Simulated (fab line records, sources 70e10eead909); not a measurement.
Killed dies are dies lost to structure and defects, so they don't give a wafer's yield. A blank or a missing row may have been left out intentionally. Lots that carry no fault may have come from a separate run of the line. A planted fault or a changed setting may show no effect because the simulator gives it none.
Which tool is to blame? -- flow nand harc -- Sampling: 24 lots, 72 wafers, 5 of 1302 route steps

WHAT EACH GAUGE READ, for each wafer
NHARC_P_BONDPAD_CD_MEAS_13.
lot,measured,on,cd nm (nm)
L074,day 6 13:53,cd sem-01,497.8 502.6 498.4
L075,day 7 04:32,cd sem-01,497.8 496.9 502.6
L076,day 7 09:10,cd sem-02,500.6 499.0 499.8
L077,day 7 22:13,cd sem-02,502.4 501.2 499.3
L078,day 8 01:26,cd sem-03,501.3 496.1 498.8
L079,day 8 15:07,cd sem-02,500.4 502.9 502.4
L080,day 9 03:58,cd sem-02,496.8 503.1 494.2
L081,day 9 17:00,cd sem-02,501.1 499.9 500.7
L082,day 10 02:07,cd sem-01,502.3 499.8 503.0
L083,day 10 05:20,cd sem-02,500.9 501.0 501.7
L084,day 11 02:19,cd sem-01,503.3 499.4 497.5
L085,day 11 05:26,cd sem-02,502.4 500.4 503.4
L086,day 11 12:01,cd sem-01,501.5 497.8 497.8
L087,day 12 03:38,cd sem-03,500.5 505.0 501.5
L088,day 12 18:01,cd sem-03,498.5 502.5 498.6
L089,day 12 19:06,cd sem-02,504.2 501.8 503.7
L090,day 13 13:16,cd sem-02,501.9 503.1 501.2
L091,day 13 17:20,cd sem-03,498.9 501.0 496.5
L092,day 14 12:58,cd sem-03,499.5 500.9 499.8
L093,day 14 18:05,cd sem-03,502.0 499.7 497.4
L094,day 14 23:17,cd sem-03,497.6 499.9 502.5
L095,day 15 03:35,cd sem-02,497.4 498.5 503.5
L096,day 15 18:00,cd sem-02,500.8 500.8 499.5
L097,day 16 05:49,cd sem-01,499.7 500.6 501.5

NHARC_P_BONDPAD_INSPECT_23.
lot,measured,on,raw defect count
L074,day 6 16:07,defect inspect-02,286 259 376
L075,day 7 07:06,defect inspect-01,300 371 312
L076,day 7 11:24,defect inspect-01,266 267 245
L077,day 8 00:27,defect inspect-02,476 462 617
L078,day 8 03:40,defect inspect-01,247 280 397
L079,day 8 17:23,defect inspect-02,351 451 427
L080,day 9 06:26,defect inspect-02,627 385 213
L081,day 9 19:30,defect inspect-01,474 533 356
L082,day 10 04:37,defect inspect-01,213 239 252
L083,day 10 07:49,defect inspect-02,417 259 246
L084,day 11 04:34,defect inspect-01,157 141 175
L085,day 11 07:43,defect inspect-02,328 335 468
L086,day 11 14:14,defect inspect-01,188 213 282
L087,day 12 05:56,defect inspect-01,274 455 360
L088,day 12 20:17,defect inspect-02,393 274 357
L089,day 12 21:21,defect inspect-01,197 379 530
L090,day 13 15:29,defect inspect-02,357 330 564
L091,day 13 19:34,defect inspect-02,313 305 265
L092,day 14 15:13,defect inspect-02,252 334 232
L093,day 14 20:22,defect inspect-02,251 321 178
L094,day 15 01:46,defect inspect-01,362 396 341
L095,day 15 05:51,defect inspect-02,278 231 343
L096,day 15 20:14,defect inspect-01,221 472 251
L097,day 16 08:04,defect inspect-01,306 460 177

NHARC_A_ONON_D1_THK_MEAS_30: measures by ellipsometry.
lot,measured,on,thk nm (nm)
L074,day 8 04:32,film metro-01,983 982 985
L075,day 8 19:37,film metro-01,1018 1015 1018
L076,day 8 19:46,film metro-02,1005 1006 1004
L077,day 9 14:59,film metro-01,1002 1000 1000
L078,day 9 14:58,film metro-02,996 996 997
L079,day 10 05:56,film metro-02,998 998 998
L080,day 10 19:25,film metro-02,996 996 994
L081,day 11 14:57,film metro-01,995 994 994
L082,day 11 15:10,film metro-01,1004 1005 1004
L083,day 12 03:17,film metro-02,999 997 1000
L084,day 12 21:01,film metro-02,1008 1009 1010
L085,day 12 21:01,film metro-01,990 991 993
L086,day 13 03:19,film metro-01,998 998 999
L087,day 13 18:31,film metro-01,996 998 999
L088,day 14 07:43,film metro-01,999 1002 1000
L089,day 14 07:46,film metro-02,993 992 993
L090,day 15 06:41,film metro-01,996 997 997
L091,day 15 06:40,film metro-02,986 984 984
L092,day 16 02:53,film metro-01,992 993 992
L093,day 16 08:45,film metro-02,988 988 989
L094,day 16 13:32,film metro-02,1004 1004 1003
L095,day 16 18:28,film metro-01,997 997 996
L096,day 17 10:01,film metro-02,1013 1017 1013
L097,day 17 19:34,film metro-02,986 985 985

WHICH TOOL RAN EACH LOT (tool, then ch and the chambers of the sampled wafers, then the start)
lot,NHARC_P_BONDPAD_DESCUM_11,NHARC_A_ZERO_WELL_RTA_16
L074,"rie diel-12 ch 0,1,3, day 6 13:33","rtp anneal-01 ch 0, day 6 18:46"
L075,"rie diel-12 ch 0,1,3, day 7 04:15","rtp anneal-01 ch 0, day 7 09:42"
L076,"rie diel-12 ch 2,3, day 7 08:52","rtp anneal-02 ch 0, day 7 14:10"
L077,"rie diel-12 ch 0,1, day 7 21:54","rtp anneal-01 ch 0, day 8 02:54"
L078,"rie diel-10 ch 0,1,3, day 8 01:08","rtp anneal-01 ch 0, day 8 06:19"
L079,"rie diel-10 ch 0,2,3, day 8 14:49","rtp anneal-02 ch 0, day 8 19:59"
L080,"rie diel-10 ch 0,3, day 9 03:39","rtp anneal-01 ch 0, day 9 09:08"
L081,"rie diel-12 ch 2,3, day 9 16:41","rtp anneal-01 ch 0, day 9 22:10"
L082,"rie diel-01 ch 1,3, day 10 01:49","rtp anneal-01 ch 0, day 10 07:49"
L083,"rie diel-10 ch 0,2,3, day 10 05:01","rtp anneal-02 ch 0, day 10 10:26"
L084,"rie diel-01 ch 0,2, day 11 02:01","rtp anneal-01 ch 0, day 11 07:08"
L085,"rie diel-12 ch 0,1,3, day 11 05:08","rtp anneal-02 ch 0, day 11 10:18"
L086,"rie diel-10 ch 0,1, day 11 11:41","rtp anneal-01 ch 0, day 11 16:41"
L087,"rie diel-10 ch 2,3, day 12 03:20","rtp anneal-02 ch 0, day 12 08:23"
L088,"rie diel-01 ch 0,3, day 12 17:42","rtp anneal-02 ch 0, day 12 22:45"
L089,"rie diel-01 ch 1,3, day 12 18:45","rtp anneal-02 ch 0, day 12 23:53"
L090,"rie diel-12 ch 1,2,3, day 13 12:58","rtp anneal-01 ch 0, day 13 18:03"
L091,"rie diel-01 ch 0,2,3, day 13 17:02","rtp anneal-02 ch 0, day 13 22:02"
L092,"rie diel-12 ch 0,1,2, day 14 12:38","rtp anneal-02 ch 0, day 14 17:52"
L093,"rie diel-12 ch 0,2, day 14 17:46","rtp anneal-01 ch 0, day 14 23:31"
L094,"rie diel-10 ch 0,3, day 14 22:58","rtp anneal-01 ch 0, day 15 04:32"
L095,"rie diel-12 ch 1,2,3, day 15 03:17","rtp anneal-02 ch 0, day 15 08:18"
L096,"rie diel-01 ch 1,2, day 15 17:41","rtp anneal-01 ch 0, day 15 22:49"
L097,"rie diel-01 ch 0,1, day 16 05:31","rtp anneal-02 ch 0, day 16 10:42"
- NHARC_P_BONDPAD_DESCUM_11: chemistry O2, time 3 s.
- NHARC_A_ZERO_WELL_RTA_16: time 10 s.

AS READ BY THE TOOLS THEMSELVES (means over the sampled wafers that have a number; for cases with no such wafer, the mark the record gives instead)
NHARC_P_BONDPAD_DESCUM_11.
lot,tool,drypump motor current A (A),oes product au (a.u.),rf vpp V (V),showerhead plenum p Torr (Torr),throttle valve pct (%)
L074,rie diel-12,5.7,1.000,58.2,1.99,11.312
L075,rie diel-12,5.7,1.009,57.4,1.99,11.304
L076,rie diel-12,6.4,0.996,58.0,2.01,11.310
L077,rie diel-12,5.6,1.016,58.7,1.99,11.308
L078,rie diel-10,5.7,1.012,58.3,1.92,11.313
L079,rie diel-10,5.5,1.003,57.8,1.97,11.306
L080,rie diel-10,5.5,1.006,58.3,1.92,11.301
L081,rie diel-12,6.4,0.996,58.4,2.01,11.318
L082,rie diel-01,5.4,0.998,57.9,1.85,11.311
L083,rie diel-10,5.5,1.000,57.8,1.97,11.319
L084,rie diel-01,5.9,0.997,57.6,1.96,11.315
L085,rie diel-12,5.7,1.002,58.0,1.99,11.305
L086,rie diel-10,5.6,0.994,57.3,1.89,11.317
L087,rie diel-10,5.6,1.000,59.0,2.03,11.303
L088,rie diel-01,5.4,1.018,57.4,1.83,11.315
L089,rie diel-01,5.4,0.997,57.1,1.85,11.306
L090,rie diel-12,6.0,1.004,58.0,1.98,11.310
L091,rie diel-01,5.6,0.996,57.7,1.92,11.302
L092,rie diel-12,6.0,1.007,58.7,2.02,11.307
L093,rie diel-12,6.3,1.016,58.4,2.05,11.301
L094,rie diel-10,5.5,1.004,57.3,1.92,11.316
L095,rie diel-12,6.0,1.008,57.3,1.98,11.311
L096,rie diel-01,5.8,0.996,58.2,1.99,11.306
L097,rie diel-01,5.8,1.004,58.4,1.91,11.312

NHARC_A_ZERO_WELL_RTA_16.
lot,tool,lamp power pct (%),lamp_zone_5_pct (%),lamp_zone_7_pct (%),wafer_temp_C_max
L074,rtp anneal-01,27,27,28,1005.1
L075,rtp anneal-01,27,27,28,1005.0
L076,rtp anneal-02,35,35,36,1006.9
L077,rtp anneal-01,27,27,28,1006.7
L078,rtp anneal-01,27,27,28,1006.9
L079,rtp anneal-02,35,35,36,1006.5
L080,rtp anneal-01,27,27,28,1005.5
L081,rtp anneal-01,27,27,28,1006.0
L082,rtp anneal-01,27,27,28,1004.8
L083,rtp anneal-02,35,35,36,1005.9
L084,rtp anneal-01,27,27,28,1005.6
L085,rtp anneal-02,35,35,36,1006.5
L086,rtp anneal-01,27,27,28,1004.9
L087,rtp anneal-02,35,35,36,1005.6
L088,rtp anneal-02,35,35,36,1007.3
L089,rtp anneal-02,35,35,36,1007.4
L090,rtp anneal-01,27,27,28,1006.4
L091,rtp anneal-02,35,35,36,1005.5
L092,rtp anneal-02,35,35,36,1006.4
L093,rtp anneal-01,27,27,28,1004.1
L094,rtp anneal-01,27,27,28,1005.4
L095,rtp anneal-02,35,35,36,1005.4
L096,rtp anneal-01,27,27,28,1006.5
L097,rtp anneal-02,35,35,36,1008.2

THE ANSWER, worked out from the rows above alone
Rule: usual is defined by the lots themselves. Put in order of their means at a reading, lots are off if they are a third of the lots or fewer, leave a main group of 4 or more, and stand apart from it by a gap of 3 or more times the standard deviation of the main group's means; of several such gaps the widest counts. A main group is skipped when, at the precision printed for the reading in the tables above, its means are all equal. Also off: a lot with no number at a reading for which 4 or more lots have one. The other lots that the step has rows for count as sound. After the gauges, taken in route order, come the tools' own readings; for these a lot's mean is taken, as printed above. The first step at which some lot is off is used, and at that step the reading that is off furthest; a lot without a number counts as furthest.
No lot is off on any of the readings shown, so nothing can be concluded from this.

WHAT HAD BEEN PUT IN BY THE SIMULATOR
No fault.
